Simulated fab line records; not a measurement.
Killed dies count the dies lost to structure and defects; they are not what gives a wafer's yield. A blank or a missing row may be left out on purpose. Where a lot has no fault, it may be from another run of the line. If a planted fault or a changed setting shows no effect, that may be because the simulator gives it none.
fab line records -- flow n5Finfet
[record] lots = 7, wafers = 21
route steps=1938 shown PASS1_CAP@1873 TV_LITHO@1875 TV_OPEN@1887 PASSIVATION@1916
startH: hours from the record's opening day to when the first of the lot's shown wafers began -- waitH: hours elapsed since this lot's preceding step -- " unchanged from the row above -- L1.1+2: a single row standing in for several wafers -- - no value present, or no start provided -- * or withheld: withheld -- < > ~ a bound
route shown NAME@n: names a module that has steps shown in the file, with the first one's number in the route -- usual: mean/standard deviation of fault-free wafers -- same: alike in all rows -- chamber/n: place in a boat -- sites: each site's reading -- _std_site: standard deviation of those values -- _edge_site: the outer-site mean with the inner-site mean subtracted -- radiusMm: how far each site lies from the wafer's centre -- mask NAME#n: copy n -- behind: the last tool/chamber to shape the wafer -- hold: the reason the lot was held/the length of the hold in hours/how it ended -- device: the n, p or np transistor that did not switch -- end of line: the tests these same wafers got at the end of their route -- for a step that has no rows: nothing shown but its recipe -- killed: dies lost to structure and defects at the first sort, not the wafer's yield -- map: the dies of a wafer, with x for killed, . for not killed, _ for no die there
set.NAME: the setting as run; set.NAME@STEP: as run at that earlier step -- model.NAME: the simulator's own value behind a step, which no gauge read
lots where settings were altered on purpose, with a table for each step and a row for each wafer
[[steps]]
[step N5_PASSIVATION_PECVD_55]
[recipe] material = SiO2, targetThkA = 4000, tempC = 400, precursor = SiH4/N2O, pressureTorr = 2.7, rfW = 608, timeS = 22.5
lot.wafer,tool,chamber,startH,waitH,set.timeS,model.SiO2_of_PASSIVATION_PECVD_55.thkNm
L075.1,pecvd-03,1,261.23,0.0,22.5,398.8
L075.3,pecvd-03,0,261.23,0.0,23.86,426.4
L075.4,pecvd-03,0,261.23,0.0,23.86,432.8
L079.1,pecvd-01,1,288.40,0.0,21.02,367.2
L079.3,pecvd-01,1,288.40,0.0,22.5,402.4
L079.5,pecvd-01,1,288.40,0.0,22.5,397.2
L081.2,pecvd-01,1,289.29,0.0,19.66,341.8
L081.4,pecvd-01,2,289.29,0.0,22.5,400.2
L081.6,pecvd-01,1,289.29,0.0,22.5,402.2
L083.1,pecvd-03,0,297.21,0.0,22.5,404.2
L083.4,pecvd-03,0,297.21,0.0,24.14,434.8
L083.5,pecvd-03,2,297.21,0.0,22.5,404.4
L087.1,pecvd-02,0,335.75,0.0,22.5,402.2
L087.2,pecvd-02,1,335.75,0.0,25.18,450.4
L087.3,pecvd-02,2,335.75,0.0,22.5,405.4
L085.1,pecvd-03,1,336.08,0.0,22.5,395.6
L085.2,pecvd-03,2,336.08,0.0,22.5,399.4
L085.6,pecvd-03,0,336.08,0.0,22.5,406.2
L097.1,pecvd-01,2,396.31,0.0,22.5,397
L097.3,pecvd-01,2,396.31,0.0,22.5,406.2
L097.5,pecvd-01,0,396.31,0.0,20.02,361.6
[step N5_PASSIVATION_PECVD_01]
[recipe] material = SiNx, targetThkA = 2000, tempC = 400, precursor = SiH4/NH3/N2, pressureTorr = 4.9, rfW = 1406, timeS = 43.2
[step N5_PASSIVATION_HMDS_03]
[recipe] timeS = 60, tempC = 120
[step N5_PASSIVATION_DESCUM_12]
[recipe] chemistry = O2, timeS = 7.9, sourcePowerW = 50, biasPowerW = 20, pressureMtorr = 20, rfFrequencyHz = 2.712e+07, tempC = 40, o2FlowSccm = 225
[step N5_PASSIVATION_PASS_ETCH_74]
[recipe] chemistry = CF4/O2, target = SiNx, targetDepthA = 2200, timeS = 110, ionEnergyEv = 100, pressureMtorr = 40, sourceW = 535, biasW = 49, Ar_flow_sccm = 100, cf4FlowSccm = 100, O2_flow_sccm = 10
[step N5_PASSIVATION_VIA_ETCH_13]
[recipe] chemistry = CHF3/O2, target = SiO2, targetDepthA = 6600, CHF3_flow_sccm = 50, O2_flow_sccm = 5, Ar_flow_sccm = 200, timeS = 330, maskMaterial = PR, pressureMtorr = 30, sourceW = 650, biasW = 170, ionEnergyEv = 200, ends = cleared
[usual] etchRfOnTimeS = 237/5
lot.wafer,tool,chamber,startH,waitH,set.timeS@PASSIVATION_PECVD_55,etchRfOnTimeS
L075.1,rieDiel-02,1,262.88,0.1,22.5,235
L075.3,rieDiel-02,3,262.88,0.1,23.86,251
L075.4,rieDiel-02,1,262.88,0.1,23.86,255
L079.1,rieDiel-02,3,289.73,0.0,21.02,220
L079.3,rieDiel-02,2,289.73,0.0,22.5,246
L079.5,rieDiel-02,2,289.73,0.0,22.5,242
L081.2,rieDiel-02,2,291.83,0.0,19.66,205
L081.4,rieDiel-02,2,291.83,0.0,22.5,242
L081.6,rieDiel-02,3,291.83,0.0,22.5,237
L083.1,rieDiel-01,1,299.28,0.0,22.5,236
L083.4,rieDiel-01,1,299.28,0.0,24.14,252
L083.5,rieDiel-01,0,299.28,0.0,22.5,233
L087.1,rieDiel-01,0,336.52,0.0,22.5,231
L087.2,rieDiel-01,3,336.52,0.0,25.18,266
L087.3,rieDiel-01,2,336.52,0.0,22.5,241
L085.1,rieDiel-03,2,339.31,0.0,22.5,235
L085.2,rieDiel-03,0,339.31,0.0,22.5,243
L085.6,rieDiel-03,0,339.31,0.0,22.5,247
L097.1,rieDiel-01,1,397.39,0.0,22.5,230
L097.3,rieDiel-01,3,397.39,0.0,22.5,236
L097.5,rieDiel-01,0,397.39,0.0,20.02,208
[step N5_PASSIVATION_PECVD_35]
[recipe] material = SiNx, targetThkA = 7000, tempC = 400, precursor = SiH4/NH3/N2, pressureTorr = 4.9, rfW = 1406, timeS = 151.3
lot.wafer,tool,chamber,startH,waitH,set.timeS,model.SiNx_of_PASSIVATION_PECVD_35.thkNm
L075.1,pecvd-01,2,266.21,0.1,169.3,777.8
L075.3,pecvd-01,0,266.21,0.1,151.3,698.4
L075.4,pecvd-01,1,266.21,0.1,151.3,706.6
L079.1,pecvd-04,1,292.83,0.1,130.6,609.4
L079.3,pecvd-04,2,292.83,0.1,151.3,682
L079.5,pecvd-04,0,292.83,0.1,151.3,695.2
L081.2,pecvd-04,0,294.76,0.1,161.3,742.2
L081.4,pecvd-04,0,294.76,0.1,151.3,702.6
L081.6,pecvd-04,1,294.76,0.1,161.3,751.2
L083.1,pecvd-01,0,302.91,0.1,151.3,698.4
L083.4,pecvd-01,0,302.91,0.1,151.3,715.6
L083.5,pecvd-01,2,302.91,0.1,144.8,668
L087.1,pecvd-01,2,339.00,0.1,151.3,699.2
L087.2,pecvd-01,1,339.00,0.1,151.3,697.2
L087.3,pecvd-01,2,339.00,0.1,151.3,706.4
L085.1,pecvd-04,0,342.00,0.1,151.3,699.8
L085.2,pecvd-04,2,342.00,0.1,151.3,690.4
L085.6,pecvd-04,2,342.00,0.1,151.3,704.6
L097.1,pecvd-04,1,400.41,0.1,144.4,665
L097.3,pecvd-04,1,400.41,0.1,151.3,704
L097.5,pecvd-04,1,400.41,0.1,144.4,665.6
[step N5_PASSIVATION_EXPOSE_41]
[recipe] maskId = PASS_OPEN, na = 0.55, defocusNm = 0, sourceShape = conventional, sigmaOuter = 0.8, polarization = unpolarized, targetCdNm = 40000, doseMj = 57.25
lot.wafer,tool,chamber,startH,waitH,mask,set.doseMj
L075.1+3,krfScanner-02,0,266.58,-,PASS_OPEN#0,59.44
L075.4,krfScanner-02,0,266.58,-,PASS_OPEN#0,57.25
L079.1+5,krfScanner-02,0,293.08,-,PASS_OPEN#0,55.84
L079.3,krfScanner-02,0,293.08,-,PASS_OPEN#0,57.25
L081.2+6,krfScanner-02,0,295.01,-,PASS_OPEN#0,57.25
L081.4,krfScanner-02,0,295.01,-,PASS_OPEN#0,60.08
L083.1+5,krfScanner-01,0,303.29,-,PASS_OPEN#0,60.29
L083.4,krfScanner-01,0,303.29,-,PASS_OPEN#0,57.25
L087.1,krfScanner-01,0,339.31,-,PASS_OPEN#0,57.25
L087.2+3,krfScanner-01,0,339.31,-,PASS_OPEN#0,54.52
L085.1+2+6,krfScanner-01,0,342.25,-,PASS_OPEN#0,57.25
L097.1+3+5,krfScanner-01,0,400.84,-,PASS_OPEN#0,57.25
[step N5_PASSIVATION_PEB_42]
[recipe] pebTempC = withheld, pebTimeS = *
[step N5_PASSIVATION_DEVELOP_43]
[recipe] developTimeS = 60, rinseLiquid = diw, dry = airSpin, devTempC = 21
[step N5_PASSIVATION_HARDBAKE_45]
[recipe] tempC = 130, timeS = 120
[step N5_PASSIVATION_CD_MEAS_44]
[recipe] targetCdNm = 40000, landingEnergyEv = 500, detector = seInlens
[usual] cdNm = 39999/4.3
lot.wafer,tool,chamber,startH,waitH,set.doseMj@PASSIVATION_EXPOSE_41,cdNm
L075.1,cdSem-03,0,266.76,-,59.44,40007
L075.3,cdSem-03,0,266.76,-,59.44,40014
L075.4,cdSem-03,0,266.76,-,57.25,39997
L079.1,cdSem-02,0,293.26,-,55.84,39996
L079.3,cdSem-02,0,293.26,-,57.25,39997
L079.5,cdSem-02,0,293.26,-,55.84,39996
L081.2,cdSem-01,0,295.19,-,57.25,40003
L081.4,cdSem-01,0,295.19,-,60.08,40014
L081.6,cdSem-01,0,295.19,-,57.25,40003
L083.1,cdSem-01,0,303.46,-,60.29,40011
L083.4,cdSem-01,0,303.46,-,57.25,39994
L083.5,cdSem-01,0,303.46,-,60.29,40019
L087.1,cdSem-02,0,339.49,-,57.25,39998
L087.2,cdSem-02,0,339.49,-,54.52,39982
L087.3,cdSem-02,0,339.49,-,54.52,39982
L085.1,cdSem-02,0,342.43,-,57.25,39995
L085.2,cdSem-02,0,342.43,-,57.25,39996
L085.6,cdSem-02,0,342.43,-,57.25,39993
L097.1,cdSem-01,0,401.02,-,57.25,39998
L097.3,cdSem-01,0,401.02,-,57.25,39997
L097.5,cdSem-01,0,401.02,-,57.25,40001
[step N5_PASSIVATION_SRD_72]
[recipe] dry = ipaMarangoni, timeS = 30, tempC = 23, rinseLiquid = diw
[step N5_PASSIVATION_ANNEAL_56]
[recipe] tempC = 400, timeS = 1800, ambient = FGA, idleTempC = 300, rampUpCPerMin = 5, rampDownCPerMin = 3
[step N5_PASSIVATION_PROBE_49]
[usual] defectLimitedYield = 91.3/1.5, killed_at_M0_to_M3 = 35/10, killed_at_M4_up = 12/4.6, killedAtContacts = 13/6.6, killedAtFrontEnd = 39/11, killedAtOther = 4/3.4, killedDies = 103/17, killedOpen = 67/13, killedShort = 35/8.2, sort_bin_4_leakage = 0/0, sort_bin_5_function = 5.1/0.94, sort_bin_6_memory = 3.2/0.7, sort_bin_8_speed = 0.00/0.03, sortNPass = 1077/17, sortYieldPct = 91.3/1.5
[same] grossDies = 1180, killedAtBackSide = 0
lot.wafer,tool,chamber,startH,waitH,set.timeS@PASSIVATION_PECVD_35,set.doseMj@PASSIVATION_EXPOSE_41,defectLimitedYield[%],killed_at_M0_to_M3,killed_at_M4_up,killedAtContacts,killedAtFrontEnd,killedAtOther,killedDies,killedOpen,killedShort,sort_bin_4_leakage[%],sort_bin_5_function[%],sort_bin_6_memory[%],sort_bin_8_speed[%],sortNPass,sortYieldPct[%]
L075.1,prober-01,-,269.89,0.0,169.3,59.44,15.9,196,15,15,35,731,992,62,36,0,80.4,3.4,0,188,15.9
L075.3,prober-01,-,269.99,0.1,151.3,59.44,90.6,23,16,6,60,6,111,63,37,0,5.8,2.5,0,1069,90.6
L075.4,prober-01,-,270.04,0.2,151.3,57.25,81.2,167,6,8,39,2,222,58,27,51.86,16.4,2.2,23.39,70,5.9
L079.1,prober-01,-,296.80,0.0,130.6,55.84,87.5,51,39,11,43,3,147,80,42,0,7.6,4.7,0,1033,87.5
L079.3,prober-01,-,296.90,0.1,151.3,57.25,91.4,39,17,6,38,1,101,62,34,0,4.7,3.4,0,1079,91.4
L079.5,prober-01,-,297.00,0.2,151.3,55.84,88.8,33,44,12,39,4,132,70,38,0,7.1,3.6,0.68,1040,88.1
L081.2,prober-01,-,298.53,0.1,161.3,57.25,74.3,33,107,9,29,125,303,65,26,0,19.7,5.5,0,877,74.3
L081.4,prober-01,-,298.63,0.2,151.3,60.08,91.4,28,12,12,47,2,101,81,19,0,5.0,3.3,0,1079,91.4
L081.6,prober-01,-,298.73,0.3,161.3,57.25,75.2,42,78,9,35,129,293,65,26,0,19.3,4.8,0,887,75.2
L083.1,prober-02,-,306.82,0.0,151.3,60.29,75.6,16,224,14,32,2,288,60,24,0,15.2,7.9,0,892,75.6
L083.4,prober-02,-,306.97,0.2,151.3,57.25,0,1103,17,24,34,2,1180,78,28,0,96.4,3.3,0,0,0
L083.5,prober-02,-,307.02,0.2,144.8,60.29,90.4,32,31,19,27,4,113,71,37,0,5.3,3.4,0,1067,90.4
L087.1,prober-01,-,342.96,0.0,151.3,57.25,46.7,26,551,3,42,7,629,60,34,0,48.6,4.5,0,551,46.7
L087.2,prober-01,-,343.01,0.1,151.3,54.52,72.2,22,256,5,41,4,328,64,24,3.31,22.9,4.2,43.64,298,25.3
L087.3,prober-01,-,343.06,0.1,151.3,54.52,86.3,31,72,10,44,5,162,54,41,0,8.1,4.7,0,1018,86.3
L085.1,prober-02,-,345.56,0.0,151.3,57.25,93.6,35,7,5,26,2,75,31,39,0,3.6,2.1,0,1105,93.6
L085.2,prober-02,-,345.61,0.1,151.3,57.25,94.1,28,9,5,26,2,70,39,30,0,3.5,2.2,0,1110,94.1
L085.6,prober-02,-,345.81,0.3,151.3,57.25,92.2,28,8,21,33,2,92,64,27,0,4.2,3.2,0,1088,92.2
L097.1,prober-02,-,404.37,0.0,144.4,57.25,26.8,86,706,22,42,8,864,96,33,1.53,68.6,4.6,7.12,214,18.1
L097.3,prober-02,-,404.47,0.1,151.3,57.25,81.6,121,31,17,44,4,217,60,38,0,13.8,3.6,0,963,81.6
L097.5,prober-02,-,404.57,0.2,144.4,57.25,40.5,56,591,23,29,3,702,78,46,0,54.7,4.7,0,478,40.5
// killed by level:class
L075.1 PASSIVATION:areaPecvd=730 BEOL_M0_SAQP:areaAld=163 BEOL_M3:geometricParticle:open=10 MOL_CONTACT_COAG:geometricParticle:open=9 FIN_SAQP:geometricParticle:short=8 BEOL_M0_SAQP:geometricParticle:open=7 STI_FIN_REVEAL:geometricParticle:open=6 MOL_CONTACT_COAG:geometricParticle:short=5
L075.3 STI_FIN_REVEAL:geometricParticle:open=18 FIN_SAQP:geometricParticle:short=9 HKMG_FIN:areaEtch=9 FIN_SAQP:geometricParticle:open=7 MOL_CONTACT_COAG:geometricParticle:open=6 BEOL_M3:geometricParticle:open=6 STI_FIN_REVEAL:geometricParticle:short=5 BEOL_M4:geometricParticle:open=5
L075.4 BEOL_M0_SAQP:areaAld=137 STI_FIN_REVEAL:geometricParticle:open=17 FIN_SAQP:geometricParticle:short=8 MOL_CONTACT_COAG:geometricParticle:open=8 BEOL_M0_SAQP:geometricParticle:open=8 BEOL_M3:geometricParticle:open=8 BEOL_M0_SAQP:geometricParticle:short=5 BEOL_M1:geometricParticle:open=3
L079.1 BEOL_M5:areaExpose=24 STI_FIN_REVEAL:geometricParticle:open=18 FIN_SAQP:geometricParticle:short=13 BEOL_M1:geometricParticle:open=9 BEOL_M0_SAQP:geometricParticle:open=9 BEOL_M2:geometricParticle:open=9 MOL_CONTACT_COAG:geometricParticle:open=8 BEOL_M0_SAQP:geometricParticle:short=7
L079.3 FIN_SAQP:geometricParticle:open=11 BEOL_M0_SAQP:geometricParticle:open=9 BEOL_M4:geometricParticle:open=7 ILD0:geometricParticle:short=6 BEOL_M1:geometricParticle:open=6 DUMMY_GATE:geometricParticle:open=5 BEOL_M0_SAQP:geometricParticle:short=5 BEOL_M3:geometricParticle:short=5
L079.5 BEOL_M5:areaExpose=22 FIN_SAQP:geometricParticle:short=11 MOL_CONTACT_COAG:geometricParticle:open=11 STI_FIN_REVEAL:geometricParticle:open=9 BEOL_M3:geometricParticle:open=9 BEOL_M6:geometricParticle:open=9 BEOL_M0_SAQP:geometricParticle:short=6 ILD0:geometricParticle:short=4
L081.2 PASSIVATION:areaPecvd=118 BEOL_M5:areaExpose=94 BEOL_M1:geometricParticle:open=9 STI_FIN_REVEAL:geometricParticle:open=8 MOL_CONTACT_COAG:geometricParticle:open=8 BEOL_M4:geometricParticle:open=7 BEOL_M0_SAQP:geometricParticle:open=6 BEOL_M2:geometricParticle:open=5
L081.4 STI_FIN_REVEAL:geometricParticle:open=16 FIN_SAQP:geometricParticle:open=15 MOL_CONTACT_COAG:geometricParticle:open=12 BEOL_M1:geometricParticle:open=7 BEOL_M3:geometricParticle:open=7 BEOL_M4:geometricParticle:open=5 BEOL_M0_SAQP:geometricParticle:short=4 BEOL_M2:geometricParticle:open=4
L081.6 PASSIVATION:areaPecvd=127 BEOL_M5:areaExpose=74 STI_FIN_REVEAL:geometricParticle:open=14 BEOL_M1:geometricParticle:open=12 BEOL_M0_SAQP:geometricParticle:open=8 BEOL_M3:geometricParticle:open=7 MOL_CONTACT_COAG:geometricParticle:open=7 FIN_SAQP:geometricParticle:short=6
L083.1 BEOL_M5:areaExpose=194 FIN_SAQP:geometricParticle:open=12 MOL_CONTACT_COAG:geometricParticle:open=11 BEOL_M4:geometricParticle:open=11 BEOL_M7:areaEtch=9 BEOL_M3:geometricParticle:open=5 GATE_CUT:geometricParticle:short=4 BEOL_M1:geometricParticle:open=4
L083.4 BEOL_M0_SAQP:areaAld=1073 MOL_CONTACT_COAG:geometricParticle:open=19 BEOL_M4:geometricParticle:open=14 FIN_SAQP:geometricParticle:open=10 BEOL_M0_SAQP:geometricParticle:open=9 BEOL_M3:geometricParticle:open=9 FIN_SAQP:geometricParticle:short=8 MOL_CONTACT_COAG:geometricParticle:short=5
L083.5 BEOL_M4:geometricParticle:open=19 MOL_CONTACT_COAG:geometricParticle:open=14 BEOL_M0_SAQP:geometricParticle:short=8 BEOL_M3:geometricParticle:open=7 DUMMY_GATE:geometricParticle:open=6 STI_FIN_REVEAL:geometricParticle:open=5 DUMMY_GATE:geometricParticle:short=5 MOL_CONTACT_COAG:geometricParticle:short=5
L087.1 BEOL_M10:areaEtch=484 BEOL_M5:areaExpose=51 FIN_SAQP:geometricParticle:short=12 FIN_SAQP:geometricParticle:open=9 BEOL_M0:geometricParticle:open=6 BEOL_M2:geometricParticle:open=6 DUMMY_GATE:geometricParticle:open=5 BEOL_M1:geometricParticle:open=5
L087.2 BEOL_M10:areaEtch=180 BEOL_M5:areaExpose=58 FIN_SAQP:geometricParticle:open=13 STI_FIN_REVEAL:geometricParticle:open=7 BEOL_M3:geometricParticle:open=7 BEOL_M2:geometricParticle:open=6 BEOL_M4:geometricParticle:open=6 FIN_SAQP:geometricParticle:short=5
L087.3 BEOL_M5:areaExpose=64 FIN_SAQP:geometricParticle:short=11 BEOL_M2:geometricParticle:open=9 FIN_SAQP:geometricParticle:open=8 MOL_CONTACT_COAG:geometricParticle:open=7 BEOL_M3:geometricParticle:open=6 STARTING-WAFER:geometricParticle:open=6 STI_FIN_REVEAL:geometricParticle:open=5
L085.1 BEOL_M0_SAQP:geometricParticle:short=16 GATE_CUT:geometricParticle:short=11 BEOL_M3:geometricParticle:open=6 BEOL_M0_SAQP:geometricParticle:open=5 HKMG_FIN:areaEtch=4 STI_FIN_REVEAL:geometricParticle:open=3 GATE_CUT:geometricParticle:open=3 MOL_CONTACT_COAG:geometricParticle:open=3
L085.2 BEOL_M0_SAQP:geometricParticle:short=14 FIN_SAQP:geometricParticle:open=5 BEOL_M0_SAQP:geometricParticle:open=5 BEOL_M3:geometricParticle:open=5 STI_FIN_REVEAL:geometricParticle:open=4 FIN_SAQP:geometricParticle:short=3 ILD0:geometricParticle:short=3 MOL_CONTACT_COAG:geometricParticle:open=3
L085.6 MOL_CONTACT_COAG:geometricParticle:open=18 FIN_SAQP:geometricParticle:open=7 BEOL_M0_SAQP:geometricParticle:open=7 BEOL_M1:geometricParticle:open=7 BEOL_M3:geometricParticle:open=6 BEOL_M0_SAQP:geometricParticle:short=5 FIN_SAQP:geometricParticle:short=4 STI_FIN_REVEAL:geometricParticle:open=4
L097.1 BEOL_M7:areaEtch=679 BEOL_M0_SAQP:areaAld=41 MOL_CONTACT_COAG:geometricParticle:open=17 FIN_SAQP:geometricParticle:open=14 BEOL_M5:areaExpose=12 BEOL_M4:geometricParticle:open=7 BEOL_M1:geometricParticle:open=7 BEOL_M2:geometricParticle:open=7
L097.3 BEOL_M0_SAQP:areaAld=91 BEOL_M5:areaExpose=20 FIN_SAQP:geometricParticle:open=14 MOL_CONTACT_COAG:geometricParticle:open=14 BEOL_M0_SAQP:geometricParticle:short=9 BEOL_M3:geometricParticle:open=7 HKMG_FIN:areaEtch=7 GATE_CUT:geometricParticle:short=6
L097.5 BEOL_M7:areaEtch=577 MOL_CONTACT_COAG:geometricParticle:open=19 BEOL_M0_SAQP:geometricParticle:open=19 BEOL_M0_SAQP:geometricParticle:short=16 BEOL_M2:geometricParticle:open=9 FIN_SAQP:geometricParticle:short=8 GATE_CUT:geometricParticle:short=8 FIN_SAQP:geometricParticle:open=4
[[key]]
[split] step = N5_PASSIVATION_PECVD_55, setting = timeS, stated = 22.5, by = wafer
[response] step = N5_PASSIVATION_PECVD_55, reading = model.SiO2_of_PASSIVATION_PECVD_55.thkNm, change = +4.26, per = 1%, r = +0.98
[response] step = N5_PASSIVATION_VIA_ETCH_13, reading = etchRfOnTimeS, change = *, per = 1%, r = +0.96
[split] step = N5_PASSIVATION_PECVD_35, setting = timeS, stated = 151.3, by = wafer
[response] step = N5_PASSIVATION_PECVD_35, reading = model.SiNx_of_PASSIVATION_PECVD_35.thkNm, change = +6.35, per = 1%, r = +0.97
[response] step = N5_PASSIVATION_PROBE_49, reading = killedAtOther, shape = bent, atLowest = 3, atStated = 3, atHighest = 731
[split] step = N5_PASSIVATION_EXPOSE_41, setting = doseMj, stated = 57.25, by = wafer
[response] step = N5_PASSIVATION_CD_MEAS_44, reading = cdNm, change = +3.05, per = 1%, r = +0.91
[response] step = N5_PASSIVATION_PROBE_49, reading = killed_at_M0_to_M3, shape = bent, atLowest = 26, atStated = 147, atHighest = 24
